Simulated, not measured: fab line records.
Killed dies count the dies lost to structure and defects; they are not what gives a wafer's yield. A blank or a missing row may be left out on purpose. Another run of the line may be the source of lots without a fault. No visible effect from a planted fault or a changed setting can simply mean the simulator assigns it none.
Problem report, 8D (eight disciplines) form, completed by code    flow nand harc    the parts of the form that need people (team, actions taken, sign-off) are left out

## 1. WHAT IS WRONG
Wafers without a fault read 120.2 nm, standard deviation 0.66; cd nm at NHARC_A_M1_CD_MEAS_09 reads a mean of 135.2 nm on 6 wafers belonging to 2 lots. That puts it +23 standard deviations away from the usual mean.
The step: target cd 120 nm.
Seen first at day 29 07:17 on cd sem-02, wafer L848.1. The record holds 33 wafers of 11 lots with a number at this step. By rule, "out" or "out of limits" means more than 4 standard deviations away from the usual mean. Any other wafer with a number is counted as sound.

## 2. WHAT IT IS AND WHAT IT IS NOT
question                     is                      is not
which readings at this step  cd nm                   -
which lots                   L848, L852              L832, L833, L837, L839, L844, L847, L850, L851, L855
which wafers of those lots   all that have a number  -
read on which gauges         cd sem-02, cd sem-03    cd sem-01
when                         from day 29 07:17       up to then (18 sound wafers); but 9 sound wafers of L850, L851, L855 came after

## 3. THE SUSPECTS, EACH WITH WHAT RULES IT OUT
Counting: a tool stays on the suspect list if, at a process step up to the reading, it processed all lots that are out and no sound lot following the first of them.
- ruled out: the gauge at NHARC_A_M1_CD_MEAS_09. Those wafers that are out were read across 2 gauges (cd sem-02, cd sem-03).
- arfi scanner-01 at NHARC_A_M1_EXPOSE_06 (exposes mask A M1, target cd 120 nm): kept. All lots that are out passed through it, beginning with L848 at day 29 07:09, and no sound lot followed; its final sound lot before that point was L847 at day 29 00:49. Its own readings are out on those wafers: exposure dose mJ cm2.
Remaining after the count: arfi scanner-01 at NHARC_A_M1_EXPOSE_06.

## 4. THE CAUSE (what the simulator had put in)
Process parameters drifting: arfi scanner-01 at NHARC_A_M1_EXPOSE_06, beginning at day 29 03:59. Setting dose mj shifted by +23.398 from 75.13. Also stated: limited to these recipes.
Only this tool survived the counting.

## 5. THE EFFECT CHAIN, in route order
Each row: a reading whose mean over the struck wafers that have a number lies more than 3 standard deviations from the usual. Readings are gone through only where the record gives a usual standard deviation; hours: the median, over the lots, of the time from a lot's start at the first step in this table giving one to that lot's start at this step; sigmas: the change measured in usual standard deviations.
hours  step                   reading               usual     on struck wafers  change  sigmas
0      NHARC_A_M1_EXPOSE_06   exposure dose mJ cm2  75.13     96.22             +21.09  +99 or more
0      NHARC_A_M1_CD_MEAS_09  cd nm                 120.2 nm  135.2             +15.0   +23
1      NHARC_A_M1_CD_MEAS_16  cd nm                 120.2 nm  134.8             +14.5   +15
Its process steps:
- NHARC_A_M1_EXPOSE_06: exposes mask A M1, target cd 120 nm.

## 6. HOW IT WOULD HAVE BEEN CAUGHT EARLIER
3 hours passed between the start of the fault at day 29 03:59 and the first reading out of limits at a measuring or inspecting step in this record, taken at day 29 07:17.
Tool's own readings at NHARC_A_M1_EXPOSE_06, exposure dose mJ cm2: out on all struck wafers the step has rows for; an alarm limit on them would have tripped on the first.
Among the 2 lots that are out, L852 began NHARC_A_M1_EXPOSE_06 on arfi scanner-01 after day 29 07:17. It would have been spared by a hold on the tool at that moment.
